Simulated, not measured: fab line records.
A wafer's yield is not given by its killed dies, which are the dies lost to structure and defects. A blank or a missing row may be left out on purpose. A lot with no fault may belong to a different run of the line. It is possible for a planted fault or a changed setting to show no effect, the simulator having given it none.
Chamber matching :: flow n5Finfet :: rieSi-04 running N5_FIN_SAQP_MANDREL2_REMOVE_60: 4 sister chambers
The step chemistry HBr/Cl2/O2, target a-Si, stops on SiNx, bt time 10 s. 4 wafers are shown with their chamber, then 10 later ones without.

WAFERS PAIRED WITH THEIR CHAMBERS
wafer: L085.4
chamber: 1
drypumpMotorCurrentA (A): 4.8

wafer: L088.5
chamber: 3
drypumpMotorCurrentA (A): 5.5

wafer: L089.1
chamber: 2
drypumpMotorCurrentA (A): 4.8

wafer: L089.4
chamber: 0
drypumpMotorCurrentA (A): 5.8

WAFERS WHOSE CHAMBER IS MISSING
wafer: L089.6
drypumpMotorCurrentA (A): 4.9

wafer: L090.2
drypumpMotorCurrentA (A): 4.9

wafer: L090.4
drypumpMotorCurrentA (A): 5.5

wafer: L090.5
drypumpMotorCurrentA (A): 5.5

wafer: L095.1
drypumpMotorCurrentA (A): 5.5

wafer: L095.3
drypumpMotorCurrentA (A): 4.7

wafer: L095.4
drypumpMotorCurrentA (A): 5.8

wafer: L096.3
drypumpMotorCurrentA (A): 4.9

wafer: L096.4
drypumpMotorCurrentA (A): 5.5

wafer: L096.6
drypumpMotorCurrentA (A): 5.5

WHICH CHAMBER EACH WENT THROUGH
wafer: L089.6
from the rows above: can't be placed: 1 or 2
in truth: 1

wafer: L090.2
from the rows above: can't be placed: 1 or 2
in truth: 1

wafer: L090.4
from the rows above: 3
in truth: 3

wafer: L090.5
from the rows above: 3
in truth: 3

wafer: L095.1
from the rows above: 3
in truth: 3

wafer: L095.3
from the rows above: can't be placed: 1 or 2
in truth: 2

wafer: L095.4
from the rows above: 0
in truth: 0

wafer: L096.3
from the rows above: can't be placed: 1 or 2
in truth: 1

wafer: L096.4
from the rows above: 3
in truth: 3

wafer: L096.6
from the rows above: 3
in truth: 3
Correct placement for 6 of the 10. Cannot be placed on the basis of these rows: 4; the candidates contain the true chamber in 4. Wrongly placed: 0.
How it was worked out, from the rows above alone: a wafer's distance from a chamber is the root of the sum, over the readings, of the square of ((its reading less the chamber's mean) divided by the reading's scatter). The wafer belongs to the nearest chamber; if the next one is less than 2 further off, it can't be placed. A chamber's mean is the mean of its shown wafers. The scatter: root of mean squared gap, hidden wafer to nearest shown wafer, with one shown wafer a chamber.
